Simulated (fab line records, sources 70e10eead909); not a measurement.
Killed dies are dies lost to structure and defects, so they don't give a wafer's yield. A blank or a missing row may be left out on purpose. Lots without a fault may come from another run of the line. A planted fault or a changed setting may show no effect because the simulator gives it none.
A struck lot beside a sound one | flow nand_harc | 13 steps out of a route of 1159
Sound: wafers L404.2, L404.3, L404.5. Struck: wafers L393.1, L393.3, L393.6. The cause comes at the end.
At each step with rows: each side's tool, then ch and its chambers, then its first start. Under that, the readings that differ: sound wafers | struck wafers | difference of the means | sigmas: that difference in standard deviations of wafers without a fault.
alike: readings whose means differ by less than 2 such deviations, and words and numbers that are the same on both sides. not compared: withheld readings, readings that some wafer has no value for, bounds like >300 that may hide the same value, and numbers for which the record gives no deviation and whose values overlap.
The two part at a step that has a row with sigmas, a row that says differs or no value, or rows on one side only. Numbers that don't overlap but have no deviation are shown without sigmas and don't part them. A reading that every wafer of one side lacks parts them only if that side has two wafers or more.

NHARC_P_M0_INSPECT_27:
  sound on defect_inspect-01, day 10 20:20; struck on defect_inspect-02, day 8 19:07
  alike: raw_defect_count
NHARC_P_M0_PRE_CLEAN_31: time 12 s.
  sound on pecvd-03 ch 1,2, day 10 20:25; struck on pecvd-03 ch 0,2, day 8 19:11
  alike: heater_power_w
NHARC_P_M0_DEP_32: deposits SiCN, target thk 30 nm.
  sound on pecvd-03 ch 1,2, day 10 20:35; struck on pecvd-03 ch 0,2, day 8 19:16
  alike: heater_power_w
then, 8 steps without rows for these wafers: NHARC_P_M1_DEP_00 (deposits SiOC, target thk 182.5 nm); NHARC_P_M1_DEHYDRATE_01 (time 120 s); NHARC_P_M1_HMDS_02 (time 30 s); NHARC_P_M1_COAT_34 (time 65 s); NHARC_P_M1_COAT_03 (resist thk 90 nm); NHARC_P_M1_SOFTBAKE_04 (time 55 s); NHARC_P_M1_EBR_05; NHARC_P_M1_EXPOSE_06 (exposes mask P M1, target cd 130 nm).
NHARC_P_M1_PEB_07: peb time 65 s.
  sound on litho_track-06 ch 0, day 10 21:47; struck on litho_track-06, day 8 20:26
  no value came back on the struck wafers for chill_plate_temp_C (C), exhaust_pa (Pa), heater_power_total_W (W); on the sound wafers chill_plate_temp_C (C) reads 23.07 22.86 23.08
then, 1 step without rows for these wafers: NHARC_P_M1_DEVELOP_08 (develop time 35 s).

WHERE THEY PART
Only at NHARC_P_M1_PEB_07, within this record.

WHY: what the simulator had put in
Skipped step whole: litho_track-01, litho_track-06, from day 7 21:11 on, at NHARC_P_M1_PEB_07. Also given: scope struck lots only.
